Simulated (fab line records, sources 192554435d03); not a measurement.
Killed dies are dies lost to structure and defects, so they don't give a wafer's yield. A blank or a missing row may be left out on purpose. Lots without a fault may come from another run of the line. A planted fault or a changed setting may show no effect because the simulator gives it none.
fab line records | flow n5_finfet
record lots=24 wafers=72 last_day=18
route steps=1938 shown SD_EPI_N@281 ILD0@335 SDB@365 DUMMY_REMOVAL@378
lots that met no fault: from a run of the same line without faults
start_h: hours from the record's first day to the start of the lot's first wafer shown | wait_h: hours since the lot's step before | " the same as in the row above | L1.1+2: a row that stands for several wafers | - no value, or no start given | * or withheld: withheld | < > ~ a bound
route shown NAME@n: a module of which the file shows steps, and the number in the route of the first | usual: mean/standard deviation of fault-free wafers | same: alike in all rows | chamber/n: place in a boat | sites: the reading at each site | _std_site: their standard deviation | _edge_site: outer sites' mean less inner sites' | radius_mm: how far each site lies from the wafer's centre | mask NAME#n: copy n | behind: the tool/chamber that last shaped the wafer | hold: why the lot was held/for how many hours/how that ended | device: the transistor (n, p or np) that didn't switch | end of line: the same wafers' tests at the end of the route | a step without rows: its recipe alone | killed: dies lost to structure and defects at the first sort, not the wafer's yield | map: a wafer's dies, x killed, . not, _ none there
set.NAME: the setting as run; set.NAME@STEP: as run at that earlier step | model.NAME: the simulator's own value behind a step, which no gauge read
steps of the route over a sample of lots; a table a step, a row a wafer
services: from which hour (start_h, from the record's first day; less than 0 if before it) a tool's chamber was out of use, for how many hours, and why
## steps
# step N5_SD_EPI_N_SD_RECESS_17
# recipe chemistry=HBr/Cl2/O2 target_depth_a=410 mask_material=SOC time_s=23.7 bt_time_s=3 pressure_mtorr=10 icp_w=800 bias_w=112 HBr_flow_sccm=150 Cl2_flow_sccm=80 O2_flow_sccm=12
# usual drypump_motor_current_A=5.48/0.27 oes_product_au=0.991/0.016 throttle_valve_pct=37.1/0.32
# same bt_time_s=3
# columns lot.wafer tool chamber start_h wait_h drypump_motor_current_A oes_product_au rf_hours_counter_h throttle_valve_pct
L074.2 rie_si-03 0 49.16 0.0 5.96 0.985 111 37.5
L074.3 " 2 " " 5.51 0.979 65 36.3
L074.6 " 1 " " 5.21 0.999 - 36.9
L075.1 rie_si-03 3 54.36 0.0 5.10 0.974 175 37.2
L075.3 " 0 " " 5.98 0.991 111 37.5
L075.5 " 1 " " 5.19 0.996 - 36.9
L076.2 rie_si-01 3 61.72 0.0 5.41 0.969 96 36.8
L076.3 " 2 " " 5.79 1.027 146 36.9
L076.5 " 3 " " 5.40 0.969 - 36.8
L077.3 rie_si-04 3 66.85 0.0 5.54 0.990 76 37.4
L077.5 " 2 " " 5.26 0.979 - 37.0
L077.6 " 1 " " 5.28 0.991 - 37.3
L078.2 rie_si-04 1 74.49 0.0 5.30 0.996 31 37.3
L078.4 " 0 " " 5.16 0.988 66 36.9
L078.6 " 2 " " 5.26 0.987 - 37.0
L079.2 rie_si-04 3 79.30 0.0 5.54 0.996 76 37.4
L079.3 " 0 " " 5.16 0.980 66 36.9
L079.6 " 0 " " 5.16 0.978 - 36.9
L080.1 rie_si-01 2 84.90 0.0 5.74 1.028 147 36.9
L080.3 " 1 " " 5.50 0.987 156 37.3
L080.5 " 0 " " 5.72 1.004 - 37.3
L081.1 rie_si-03 2 91.63 0.0 5.59 0.983 65 36.3
L081.3 " 1 " " 5.20 0.994 33 36.9
L081.6 " 2 " " 5.53 0.986 - 36.4
L082.2 rie_si-03 3 98.86 0.0 5.11 0.970 175 37.2
L082.3 " 2 " " 5.49 0.979 66 36.4
L082.5 " 0 " " 5.95 0.987 - 37.5
L083.3 rie_si-01 3 105.97 0.0 5.39 0.966 96 36.8
L083.4 " 0 " " 5.75 1.005 134 37.3
L083.5 " 1 " " 5.50 0.994 - 37.3
L084.1 rie_si-01 0 114.43 0.0 5.73 1.015 134 37.3
L084.2 " 1 " " 5.49 0.993 157 37.3
L084.4 " 2 " " 5.76 1.030 147 36.9
L085.2 rie_si-01 2 116.18 0.0 5.77 1.031 148 36.9
L085.3 " 3 " " 5.40 0.971 97 36.8
L085.5 " 1 " " 5.47 0.983 - 37.3
L086.1 rie_si-01 0 127.89 0.0 5.74 1.004 134 37.3
L086.4 " 3 " " 5.41 0.968 97 36.8
L086.6 " 2 " " 5.77 1.022 - 36.9
L087.1 rie_si-04 2 132.05 0.0 5.30 0.980 137 37.0
L087.4 " 1 " " 5.29 0.991 32 37.3
L087.5 " 0 " " 5.16 0.978 - 36.9
L088.2 rie_si-03 2 136.59 0.0 5.55 0.985 66 36.4
L088.5 " 3 " " 5.11 0.979 - 37.2
L088.6 " 0 " " 5.96 0.979 - 37.5
L089.4 rie_si-04 1 141.87 0.0 5.29 0.988 32 37.4
L089.5 " 2 " " 5.30 0.984 - 37.0
L089.6 " 1 " " 5.30 0.990 - 37.3
L090.1 rie_si-03 2 146.93 0.0 5.58 0.979 66 36.3
L090.2 " 0 " " 5.97 0.983 113 37.5
L090.6 " 1 " " 5.22 0.990 - 36.9
L091.1 rie_si-03 2 153.90 0.0 5.52 0.979 67 36.4
L091.3 " 0 " " 5.97 0.983 113 37.5
L091.5 " 2 " " 5.54 0.990 - 36.3
L092.1 rie_si-03 1 159.73 0.0 5.17 1.000 34 36.9
L092.2 " 3 " " 5.11 0.972 176 37.2
L092.6 " 1 " " 5.14 1.002 - 36.9
L093.1 rie_si-03 2 163.49 0.0 5.55 0.984 67 36.3
L093.4 " 1 " " 5.18 1.001 34 36.9
L093.5 " 0 " " 5.98 0.980 - 37.5
L094.1 rie_si-01 0 173.65 0.0 5.73 1.007 135 37.3
L094.5 " 1 " " 5.51 0.995 - 37.3
L094.6 " 0 " " 5.74 1.004 - 37.3
L095.1 rie_si-01 1 177.16 0.0 5.51 0.996 158 37.3
L095.2 " 2 " " 5.79 1.025 149 36.9
L095.4 " 3 " " 5.38 0.978 98 36.8
L096.2 rie_si-04 3 185.33 0.0 5.51 1.001 78 37.4
L096.3 " 1 " " 5.29 0.984 33 37.3
L096.5 " 3 " " 5.49 1.003 - 37.4
L097.1 rie_si-01 2 194.18 0.0 5.76 1.030 149 36.9
L097.3 " 1 " " 5.48 0.998 158 37.3
L097.5 " 3 " " 5.40 0.968 - 36.8
# step N5_SD_EPI_N_STRIP_38
# recipe chemistry=N2/H2 power_w=1000 temp_c=250 h2_frac=0.65 overash_fraction=0.3 pressure_mtorr=withheld n2_flow_sccm=1750 h2_flow_sccm=3250
# usual drypump_motor_current_A=5.60/0.28 heater_power_w=329/28 oes_product_au=0.760/0.01
# columns lot.wafer tool chamber start_h wait_h drypump_motor_current_A heater_power_w oes_product_au rf_hours_counter_h
L074.2 plasma_asher-01 0 49.26 0.1 5.73 301 0.760 65
L074.3 " 1 " " 6.01 300 0.764 -
L074.6 " 0 " " 5.76 318 0.749 -
L075.1 plasma_asher-01 0 54.46 0.1 5.70 310 0.759 66
L075.3 " 1 " " 6.01 291 0.769 -
L075.5 " 0 " " 5.73 309 0.775 -
L076.2 plasma_asher-02 1 61.82 0.1 5.37 358 0.773 34
L076.3 " 1 " " 5.36 359 0.786 -
L076.5 " 1 " " 5.38 365 0.762 -
L077.3 plasma_asher-01 0 66.96 0.1 5.74 322 0.765 -
L077.5 " 0 " " 5.73 310 0.752 -
L077.6 " 1 " " 6.02 289 0.758 -
L078.2 plasma_asher-02 1 74.59 0.1 5.36 359 0.759 36
L078.4 " 0 " " 5.37 350 0.759 -
L078.6 " 0 " " 5.36 349 0.775 -
L079.2 plasma_asher-01 0 79.39 0.1 5.67 310 0.754 71
L079.3 " 0 " " 5.66 314 0.749 -
L079.6 " 1 " " 6.06 286 0.752 -
L080.1 plasma_asher-02 1 85.00 0.1 5.36 366 0.757 38
L080.3 " 0 " " 5.35 349 0.750 -
L080.5 " 1 " " 5.34 355 0.772 -
L081.1 plasma_asher-02 1 91.73 0.1 5.36 359 0.761 39
L081.3 " 1 " " 5.35 362 0.756 -
L081.6 " 0 " " 5.35 341 0.746 -
L082.2 plasma_asher-02 1 98.95 0.1 5.34 355 0.784 40
L082.3 " 0 " " 5.37 352 0.779 -
L082.5 " 1 " " 5.37 364 0.778 -
L083.3 plasma_asher-02 0 106.09 0.1 5.37 351 0.778 -
L083.4 " 1 " " 5.33 360 0.767 -
L083.5 " 0 " " 5.36 340 0.766 -
L084.1 plasma_asher-01 0 114.52 0.1 5.73 312 0.769 78
L084.2 " 1 " " 6.07 297 0.751 78
L084.4 " 1 " " 6.07 295 0.762 -
L085.2 plasma_asher-01 0 116.27 0.1 5.71 316 0.767 78
L085.3 " 0 " " 5.73 307 0.757 -
L085.5 " 1 " " 6.03 292 0.751 -
L086.1 plasma_asher-01 1 127.98 0.1 6.02 290 0.747 80
L086.4 " 1 " " 6.05 283 0.781 -
L086.6 " 0 " " 5.72 301 0.769 -
L087.1 plasma_asher-02 1 132.15 0.1 5.37 356 0.743 46
L087.4 " 0 " " 5.36 343 0.745 -
L087.5 " 0 " " 5.35 343 0.757 -
L088.2 plasma_asher-01 0 136.70 0.1 5.77 302 0.756 82
L088.5 " 0 " " 5.76 311 0.759 -
L088.6 " 1 " " 6.03 287 0.757 -
L089.4 plasma_asher-02 0 141.99 0.1 5.35 341 0.777 -
L089.5 " 1 " " 5.33 356 0.762 -
L089.6 " 0 " " 5.36 350 0.763 -
L090.1 plasma_asher-02 0 147.02 0.1 5.37 353 0.764 49
L090.2 " 1 " " 5.35 369 0.768 49
L090.6 " 1 " " 5.36 368 0.760 -
L091.1 plasma_asher-02 1 154.02 0.1 5.36 365 0.755 50
L091.3 " 0 " " 5.35 346 0.774 -
L091.5 " 0 " " 5.36 330 0.761 -
L092.1 plasma_asher-02 0 159.82 0.1 5.37 343 0.742 52
L092.2 " 1 " " 5.36 358 0.745 52
L092.6 " 1 " " 5.35 359 0.767 -
L093.1 plasma_asher-02 1 163.59 0.1 5.35 364 0.771 53
L093.4 " 0 " " 5.35 347 0.756 -
L093.5 " 1 " " 5.34 359 0.761 -
L094.1 plasma_asher-01 0 173.74 0.1 5.71 312 0.759 90
L094.5 " 0 " " 5.75 315 0.763 -
L094.6 " 1 " " 6.00 294 0.756 -
L095.1 plasma_asher-01 1 177.25 0.1 6.03 293 0.754 90
L095.2 " 0 " " 5.74 304 0.746 90
L095.4 " 0 " " 5.69 313 0.777 -
L096.2 plasma_asher-01 0 185.43 0.1 5.74 314 0.761 91
L096.3 " 0 " " 5.74 309 0.769 -
L096.5 " 0 " " 5.72 312 0.771 -
L097.1 plasma_asher-02 0 194.27 0.1 5.39 341 0.740 58
L097.3 " 0 " " 5.38 348 0.757 -
L097.5 " 1 " " 5.34 366 0.761 -
# step N5_ILD0_LINER_00
# recipe material=SiNx target_thk_a=40 temp_c=400 ald_precursor_family=SiH2I2 ald_co_reactant=N2/H2-plasma pulse_time_s=1 purge_time_s=2 co_reactant_purge_time_s=2 ald_cycles=80 pressure_torr=2
# usual heater_power_w=788/86 precursor_pulse_height_rel=1.001/0.017
# same pulse_time_s=1
# columns lot.wafer tool chamber start_h wait_h heater_power_w precursor_pulse_height_rel
L074.2 ald_sin-04 3 60.49 0.0 928 0.984
L074.3 " 2 " " 757 1.004
L074.6 " 1 " " 827 1.008
L075.1 ald_sin-02 0 63.45 0.0 963 0.970
L075.3 " 2 " " 697 1.020
L075.5 " 1 " " 698 1.003
L076.2 ald_sin-01 1 70.78 0.0 820 0.996
L076.3 " 3 " " 859 1.008
L076.5 " 0 " " 821 0.983
L077.3 ald_sin-02 2 75.64 0.4 712 1.005
L077.5 " 1 " " 702 0.982
L077.6 " 2 " " 699 1.002
L078.2 ald_sin-04 2 83.66 0.1 730 0.997
L078.4 " 3 " " 900 0.987
L078.6 " 0 " " 877 0.993
L079.2 ald_sin-02 3 88.39 0.0 724 0.979
L079.3 " 1 " " 694 0.991
L079.6 " 0 " " 942 1.002
L080.1 ald_sin-02 1 94.68 0.2 685 1.049
L080.3 " 3 " " 729 1.028
L080.5 " 0 " " 918 1.016
L081.1 ald_sin-02 2 102.07 0.0 705 1.018
L081.3 " 3 " " 720 0.972
L081.6 " 2 " " 718 1.000
L082.2 ald_sin-04 2 109.57 0.0 731 1.002
L082.3 " 0 " " 850 0.987
L082.5 " 1 " " 821 0.972
L083.3 ald_sin-02 0 116.10 0.0 926 1.000
L083.4 " 3 " " 723 1.022
L083.5 " 2 " " 704 1.021
L084.1 ald_sin-04 3 124.11 0.0 908 1.015
L084.2 " 0 " " 877 1.018
L084.4 " 1 " " 822 1.009
L085.2 ald_sin-04 1 124.69 0.2 821 0.988
L085.3 " 2 " " 744 0.999
L085.5 " 2 " " 745 0.995
L086.1 ald_sin-02 2 138.15 0.0 702 0.991
L086.4 " 1 " " 715 0.990
L086.6 " 3 " " 729 1.003
L087.1 ald_sin-02 1 141.12 0.0 713 1.018
L087.4 " 3 " " 735 1.013
L087.5 " 2 " " 726 1.010
L088.2 ald_sin-01 2 144.88 0.0 748 1.017
L088.5 " 2 " " 761 0.978
L088.6 " 3 " " 805 1.021
L089.4 ald_sin-02 3 155.12 0.0 731 0.981
L089.5 " 2 " " 706 0.997
L089.6 " 3 " " 731 0.989
L090.1 ald_sin-01 2 156.95 0.0 771 1.000
L090.2 " 3 " " 808 1.045
L090.6 " 2 " " 763 1.023
L091.1 ald_sin-02 2 163.09 0.1 707 1.026
L091.3 " 0 " " 921 0.997
L091.5 " 2 " " 691 0.978
L092.1 ald_sin-02 2 170.59 0.0 734 1.025
L092.2 " 3 " " 736 0.976
L092.6 " 3 " " 728 1.010
L093.1 ald_sin-02 0 173.23 0.0 947 1.013
L093.4 " 3 " " 743 1.003
L093.5 " 0 " " 938 0.985
L094.1 ald_sin-01 2 184.12 0.6 756 0.980
L094.5 " 3 " " 813 1.039
L094.6 " 2 " " 748 0.978
L095.1 ald_sin-02 3 188.59 0.4 736 0.960
L095.2 " 2 " " 705 0.979
L095.4 " 1 " " 692 1.004
L096.2 ald_sin-02 1 195.94 0.3 701 1.003
L096.3 " 2 " " 721 0.967
L096.5 " 0 " " 960 0.991
L097.1 ald_sin-04 3 206.87 0.0 925 1.003
L097.3 " 2 " " 749 1.030
L097.5 " 2 " " 749 0.995
# step N5_SDB_STRIP_22
# recipe chemistry=N2/H2 power_w=1000 temp_c=250 h2_frac=0.65 overash_fraction=0.3 pressure_mtorr=withheld n2_flow_sccm=1750 h2_flow_sccm=3250
# usual drypump_motor_current_A=5.59/0.28 heater_power_w=328/28 oes_product_au=0.715/0.0047 strip_time_to_endpoint_s=96.3/0.36
# columns lot.wafer tool chamber start_h wait_h drypump_motor_current_A heater_power_w oes_product_au rf_hours_counter_h strip_time_to_endpoint_s
L074.2 plasma_asher-02 0 67.71 0.1 5.36 349 0.714 35 96.0
L074.3 " 0 " " 5.35 348 0.710 - 96.2
L074.6 " 0 " " 5.36 338 0.720 - 96.3
L075.1 plasma_asher-01 0 70.57 0.1 5.69 313 0.713 69 96.6
L075.3 " 0 " " 5.70 312 0.716 - 96.2
L075.5 " 0 " " 5.70 308 0.720 - 96.7
L076.2 plasma_asher-01 0 77.89 0.1 5.72 298 0.717 71 96.1
L076.3 " 1 " " 6.01 286 0.707 - 96.1
L076.5 " 1 " " 6.02 287 0.714 - 96.6
L077.3 plasma_asher-01 0 82.88 0.1 5.74 304 0.712 - 96.9
L077.5 " 0 " " 5.72 299 0.718 - 96.9
L077.6 " 1 " " 6.03 292 0.720 - 96.7
L078.2 plasma_asher-02 1 91.00 0.1 5.36 357 0.721 39 96.4
L078.4 " 0 " " 5.35 347 0.712 - 96.0
L078.6 " 1 " " 5.35 363 0.716 - 96.7
L079.2 plasma_asher-02 0 97.03 0.1 5.36 343 0.713 40 97.2
L079.3 " 1 " " 5.37 359 0.715 - 96.4
L079.6 " 0 " " 5.36 345 0.715 - 96.5
L080.1 plasma_asher-02 1 102.26 0.1 5.34 367 0.721 41 96.4
L080.3 " 1 " " 5.33 368 0.718 - 96.2
L080.5 " 1 " " 5.35 363 0.711 - 96.2
L081.1 plasma_asher-01 1 109.78 0.1 6.06 293 0.721 78 96.2
L081.3 " 0 " " 5.75 312 0.717 - 97.2
L081.6 " 0 " " 5.72 310 0.718 - 96.4
L082.2 plasma_asher-01 1 116.94 0.1 6.03 296 0.716 78 96.2
L082.3 " 0 " " 5.73 312 0.707 - 96.6
L082.5 " 1 " " 6.02 292 0.712 - 96.0
L083.3 plasma_asher-01 1 123.32 0.1 6.04 293 0.714 - 95.5
L083.4 " 0 " " 5.72 307 0.714 - 96.1
L083.5 " 0 " " 5.75 308 0.712 - 95.8
L084.1 plasma_asher-02 0 131.31 0.1 5.36 350 0.716 46 95.7
L084.2 " 1 " " 5.35 354 0.716 46 96.5
L084.4 " 0 " " 5.37 348 0.709 - 96.2
L085.2 plasma_asher-02 1 133.11 0.1 5.35 358 0.714 46 96.3
L085.3 " 0 " " 5.35 342 0.717 - 96.9
L085.5 " 1 " " 5.36 359 0.718 - 96.4
L086.1 plasma_asher-02 0 145.49 0.1 5.35 343 0.720 48 96.9
L086.4 " 1 " " 5.36 358 0.715 - 96.5
L086.6 " 0 " " 5.36 350 0.708 - 97.2
L087.1 plasma_asher-01 1 148.23 0.1 6.06 291 0.711 85 96.0
L087.4 " 1 " " 6.04 292 0.726 - 96.5
L087.5 " 0 " " 5.72 315 0.718 - 96.7
L088.2 plasma_asher-02 0 152.00 0.1 5.35 336 0.714 49 96.2
L088.5 " 0 " " 5.35 339 0.718 - 96.4
L088.6 " 1 " " 5.35 351 0.715 - 96.2
L089.4 plasma_asher-02 1 162.17 0.1 5.37 362 0.709 - 95.9
L089.5 " 0 " " 5.36 342 0.713 - 96.6
L089.6 " 1 " " 5.35 366 0.717 - 96.2
L090.1 plasma_asher-01 0 164.43 0.1 5.73 315 0.721 88 96.7
L090.2 " 1 " " 5.98 287 0.710 88 96.0
L090.6 " 0 " " 5.70 313 0.712 - 96.6
L091.1 plasma_asher-02 1 170.08 0.1 5.36 361 0.718 53 96.0
L091.3 " 1 " " 5.36 361 0.719 - 95.7
L091.5 " 1 " " 5.35 354 0.700 - 95.7
L092.1 plasma_asher-01 0 177.96 0.1 5.71 316 0.707 90 96.4
L092.2 " 1 " " 6.01 298 0.718 90 96.4
L092.6 " 0 " " 5.71 311 0.710 - 96.2
L093.1 plasma_asher-01 1 180.56 0.1 6.04 291 0.704 91 96.3
L093.4 " 1 " " 6.05 288 0.718 - 96.8
L093.5 " 0 " " 5.72 311 0.718 - 96.0
L094.1 plasma_asher-02 1 192.52 0.1 5.37 354 0.718 58 96.1
L094.5 " 1 " " 5.35 360 0.712 - 95.4
L094.6 " 0 " " 5.38 348 0.717 - 96.2
L095.1 plasma_asher-01 0 196.11 0.1 5.72 312 0.720 94 96.1
L095.2 " 1 " " 6.01 296 0.709 94 96.1
L095.4 " 1 " " 6.01 285 0.709 - 96.0
L096.2 plasma_asher-02 1 203.37 0.2 5.34 349 0.712 60 96.1
L096.3 " 0 " " 5.35 338 0.717 - 95.9
L096.5 " 0 " " 5.34 348 0.713 - 95.5
L097.1 plasma_asher-02 1 214.10 0.1 5.34 361 0.716 62 96.3
L097.3 " 0 " " 5.35 350 0.721 - 96.9
L097.5 " 1 " " 5.35 358 0.711 - 96.8
# step N5_SDB_ALD_29
# recipe material=SiNx target_thk_a=300 temp_c=400 ald_precursor_family=SiH2I2 ald_co_reactant=N2/H2-plasma pulse_time_s=1 ald_cycles=600 purge_time_s=2 co_reactant_purge_time_s=2 pressure_torr=2
# usual heater_power_w=805/81 precursor_pulse_height_rel=1.001/0.021
# same pulse_time_s=1
# columns lot.wafer tool chamber start_h wait_h heater_power_w precursor_pulse_height_rel
L074.2 ald_sin-02 1 68.20 0.0 692 1.013
L074.3 " 0 " " 950 1.036
L074.6 " 0 69.55 1.4 942 0.984
L075.1 ald_sin-03 0 71.05 0.0 857 0.994
L075.3 " 3 " " 830 0.999
L075.5 " 2 72.41 1.4 886 0.993
L076.2 ald_sin-01 1 78.38 0.0 810 0.970
L076.3 " 3 " " 866 0.989
L076.5 " 1 79.73 1.4 819 1.019
L077.3 ald_sin-02 0 83.32 0.0 958 1.000
L077.5 " 3 84.67 1.4 728 0.988
L077.6 " 0 " " 939 1.016
L078.2 ald_sin-02 1 91.52 0.0 723 1.009
L078.4 " 3 " " 743 1.053
L078.6 " 2 92.87 1.4 706 0.968
L079.2 ald_sin-03 1 97.65 0.1 975 0.996
L079.3 " 2 " " 909 1.012
L079.6 " 0 99.00 1.4 871 0.983
L080.1 ald_sin-01 2 103.60 0.0 754 0.994
L080.3 " 3 " " 793 0.995
L080.5 " 1 104.95 1.4 796 1.012
L081.1 ald_sin-02 0 110.70 0.2 906 1.014
L081.3 " 3 " " 745 1.030
L081.6 " 0 112.06 1.5 948 1.013
L082.2 ald_sin-01 2 117.88 0.5 768 1.000
L082.3 " 3 " " 808 1.015
L082.5 " 1 119.23 1.8 811 1.029
L083.3 ald_sin-02 3 123.77 0.0 722 0.986
L083.4 " 2 " " 702 1.013
L083.5 " 1 125.12 1.4 711 1.019
L084.1 ald_sin-02 3 132.44 0.0 736 0.984
L084.2 " 1 " " 688 1.012
L084.4 " 2 133.79 1.4 693 1.031
L085.2 ald_sin-03 3 133.87 0.3 827 1.004
L085.3 " 1 " " 941 0.990
L085.5 " 1 135.22 1.7 975 1.017
L086.1 ald_sin-01 2 145.98 0.0 762 1.024
L086.4 " 2 147.33 1.4 762 0.994
L086.6 " 3 " " 808 0.991
L087.1 ald_sin-03 0 148.72 0.0 835 1.023
L087.4 " 2 " " 876 0.994
L087.5 " 2 150.07 1.4 919 0.976
L088.2 ald_sin-01 3 152.48 0.0 817 1.014
L088.5 " 2 153.83 1.4 750 1.002
L088.6 " 1 " " 809 1.011
L089.4 ald_sin-01 2 163.96 1.4 761 0.993
L089.5 " 1 " " 786 1.014
L089.6 " 3 " " 810 1.007
L090.1 ald_sin-01 2 165.43 0.0 763 0.953
L090.2 " 1 " " 783 0.985
L090.6 " 2 166.78 1.4 761 0.998
L091.1 ald_sin-01 3 170.56 0.0 808 1.002
L091.3 " 3 171.91 1.4 813 0.977
L091.5 " 2 173.27 2.7 757 0.986
L092.1 ald_sin-01 3 179.26 0.9 842 0.993
L092.2 " 2 " " 756 1.029
L092.6 " 2 181.97 3.6 754 0.995
L093.1 ald_sin-02 3 182.96 1.9 742 0.997
L093.4 " 0 " " 904 0.986
L093.5 " 0 184.31 3.3 959 1.002
L094.1 ald_sin-03 0 193.00 0.0 808 0.989
L094.5 " 3 194.35 1.4 840 0.992
L094.6 " 2 " " 864 0.988
L095.1 ald_sin-02 1 197.08 0.5 706 1.044
L095.2 " 0 " " 946 0.995
L095.4 " 2 " " 710 0.984
L096.2 ald_sin-01 3 204.33 0.0 804 0.968
L096.3 " 2 205.68 1.4 767 1.025
L096.5 " 2 207.03 2.7 768 0.988
L097.1 ald_sin-02 2 214.71 0.2 709 1.029
L097.3 " 3 " " 731 0.967
L097.5 " 3 216.07 1.5 705 1.036
# step N5_DUMMY_REMOVAL_STRIP_10
# recipe chemistry=N2/H2 time_s=40 power_w=100 temp_c=40 pressure_mtorr=100 rf_frequency_hz=6e+07 bias_power_w=3 n2_flow_sccm=300 h2_flow_sccm=300
# usual drypump_motor_current_A=5.7/0.47 oes_product_au=0.76/0.065 rf_vpp_V=45.4/0.88 showerhead_plenum_p_Torr=3.39/0.12 throttle_valve_pct=12.30/0.23
# columns lot.wafer tool chamber start_h wait_h drypump_motor_current_A oes_product_au rf_hours_counter_h rf_vpp_V showerhead_plenum_p_Torr throttle_valve_pct
L074.2 rie_diel-01 0 71.32 0.0 6.3 0.72 174 46.8 3.21 12.44
L074.3 " 1 " " 6.4 0.77 136 44.9 3.39 12.34
L074.6 " 3 " " 5.9 0.70 - 46.1 3.35 12.25
L075.1 rie_diel-01 0 74.31 0.0 6.3 0.72 175 45.0 3.21 12.44
L075.3 " 3 " " 5.9 0.71 208 45.6 3.35 12.25
L075.5 " 3 " " 6.0 0.70 - 46.7 3.35 12.24
L076.2 rie_diel-06 2 81.72 0.0 4.8 0.69 237 45.0 3.20 12.47
L076.3 " 1 " " 5.6 0.81 95 43.9 3.17 12.10
L076.5 " 3 " " 6.2 0.75 - 45.3 3.34 12.30
L077.3 rie_diel-06 1 86.44 0.0 5.6 0.81 96 45.4 3.17 12.11
L077.5 " 3 " " 6.1 0.75 - 43.3 3.34 12.29
L077.6 " 2 " " 4.8 0.68 - 44.7 3.20 12.46
L078.2 rie_diel-06 2 94.64 0.0 4.8 0.69 240 46.9 3.20 12.47
L078.4 " 3 " " 6.2 0.74 201 45.3 3.33 12.33
L078.6 " 3 " " 6.2 0.74 - 44.2 3.34 12.32
L079.2 rie_diel-01 3 100.77 0.0 5.9 0.71 214 45.7 3.35 12.26
L079.3 " 1 " " 6.4 0.77 145 45.9 3.39 12.38
L079.6 " 0 " " 6.2 0.72 - 46.2 3.21 12.46
L080.1 rie_diel-06 3 106.72 0.0 6.2 0.73 204 46.1 3.33 12.32
L080.3 " 1 " " 5.5 0.81 101 44.6 3.17 12.12
L080.5 " 3 " " 6.2 0.74 - 45.4 3.33 12.33
L081.1 rie_diel-01 1 113.83 0.0 6.4 0.77 149 44.9 3.39 12.39
L081.3 " 2 " " 5.1 0.78 129 47.0 3.51 12.18
L081.6 " 2 " " 5.1 0.78 - 45.9 3.51 12.18
L082.2 rie_diel-04 0 121.02 0.0 5.4 0.77 149 45.1 3.49 12.18
L082.3 " 2 " " 5.9 0.88 36 45.9 3.42 11.85
L082.5 " 0 " " 5.4 0.78 - 46.6 3.49 12.18
L083.3 rie_diel-04 0 126.91 0.0 5.3 0.77 152 45.2 3.49 12.19
L083.4 " 2 " " 5.9 0.88 39 45.2 3.41 11.85
L083.5 " 3 " " 6.1 0.71 - 44.7 3.47 12.27
L084.1 rie_diel-04 2 135.56 0.0 5.9 0.87 40 47.1 3.41 11.86
L084.2 " 3 " " 6.0 0.70 211 45.1 3.47 12.29
L084.4 " 0 " " 5.4 0.77 153 45.4 3.49 12.21
L085.2 rie_diel-01 1 136.99 0.0 6.4 0.76 155 44.7 3.38 12.40
L085.3 " 0 " " 6.3 0.72 188 45.8 3.20 12.48
L085.5 " 2 " " 5.1 0.79 - 45.0 3.50 12.18
L086.1 rie_diel-06 3 149.42 0.0 6.2 0.72 219 44.8 3.33 12.36
L086.4 " 0 " " 5.6 0.74 181 46.4 3.48 12.44
L086.6 " 1 " " 5.6 0.78 - 45.8 3.16 12.17
L087.1 rie_diel-04 1 152.15 0.0 5.5 0.70 212 45.0 3.49 12.84
L087.4 " 0 " " 5.4 0.77 159 45.2 3.49 12.23
L087.5 " 0 " " 5.4 0.77 - 45.2 3.49 12.21
L088.2 rie_diel-04 2 155.91 0.0 5.9 0.86 48 46.0 3.41 11.88
L088.5 " 2 " " 5.9 0.86 - 46.6 3.41 11.88
L088.6 " 3 " " 6.0 0.69 - 43.7 3.47 12.30
L089.4 rie_diel-04 2 165.74 0.0 5.9 0.85 52 46.4 3.41 11.89
L089.5 " 1 " " 5.5 0.70 - 46.2 3.48 12.86
L089.6 " 2 " " 5.8 0.85 - 46.4 3.41 11.89
L090.1 rie_diel-06 2 168.60 0.0 4.8 0.93 10 45.3 3.59 11.90
L090.2 " 3 " " 6.2 0.71 229 45.2 3.32 12.39
L090.6 " 0 " " 5.6 0.74 - 45.6 3.48 12.44
L091.1 rie_diel-06 3 175.04 0.0 6.2 0.72 232 45.1 3.32 12.40
L091.3 " 1 " " 5.6 0.78 128 44.2 3.16 12.19
L091.5 " 3 " " 6.2 0.71 - 45.1 3.32 12.39
L092.1 rie_diel-01 0 183.74 0.0 6.3 0.71 194 45.3 3.20 12.49
L092.2 " 1 " " 6.4 0.76 161 45.5 3.38 12.42
L092.6 " 1 " " 6.4 0.77 - 45.1 3.38 12.43
L093.1 rie_diel-06 3 186.08 0.0 6.2 0.72 234 45.1 3.32 12.40
L093.4 " 1 " " 5.6 0.78 130 45.5 3.15 12.20
L093.5 " 2 " " 4.8 0.92 - 45.4 3.59 11.90
L094.1 rie_diel-06 1 196.19 0.0 5.6 0.77 132 45.6 3.15 12.22
L094.5 " 3 " " 6.2 0.71 - 46.8 3.32 12.40
L094.6 " 0 " " 5.7 0.74 - 45.2 3.47 12.49
L095.1 rie_diel-06 2 200.22 0.0 4.8 0.92 18 44.8 3.59 11.90
L095.2 " 3 " " 6.2 0.71 237 44.3 3.32 12.40
L095.4 " 0 " " 5.6 0.73 198 44.8 3.47 12.46
L096.2 rie_diel-01 2 208.83 0.0 5.1 0.77 147 45.5 3.50 12.23
L096.3 " 0 " " 6.3 0.71 200 45.1 3.20 12.52
L096.5 " 2 " " 5.1 0.76 - 44.0 3.50 12.23
L097.1 rie_diel-04 1 217.84 0.0 5.5 0.69 235 45.7 3.47 12.87
L097.3 " 0 " " 5.3 0.76 182 47.8 3.48 12.28
L097.5 " 0 " " 5.3 0.75 - 46.6 3.48 12.27
## services
# columns tool chamber start_h hours kind
rie_si-04 - 26.09 28.1 pm
ald_sin-02 3 32.47 3.5 repair
ald_sin-04 - 53.48 0.7 repair
rie_diel-04 0 62.99 3.1 repair
rie_si-01 2 64.85 0.9 repair
ald_sin-04 1 66.51 9.2 repair
ald_sin-01 - 85.25 14.0 pm
ald_sin-01 0 85.25 14.0 vent_cycle
ald_sin-01 1 85.25 14.0 vent_cycle
ald_sin-01 2 85.25 14.0 vent_cycle
ald_sin-01 3 85.25 14.0 vent_cycle
ald_sin-01 0 99.25 - clean
ald_sin-03 - 102.60 28.1 pm
ald_sin-01 0 103.30 121.1 repair
rie_diel-01 0 107.52 8.7 repair
rie_diel-01 - 142.97 28.1 pm
rie_diel-06 - 151.78 0.2 repair
ald_sin-01 1 168.50 92.3 repair
ald_sin-03 - 178.17 14.0 pm
ald_sin-04 1 178.87 152.3 repair
plasma_asher-02 - 180.79 0.7 repair
rie_si-04 - 209.17 1.1 repair
rie_si-03 1 210.34 8.9 repair
ald_sin-03 3 217.11 7.0 repair
## key
fault none
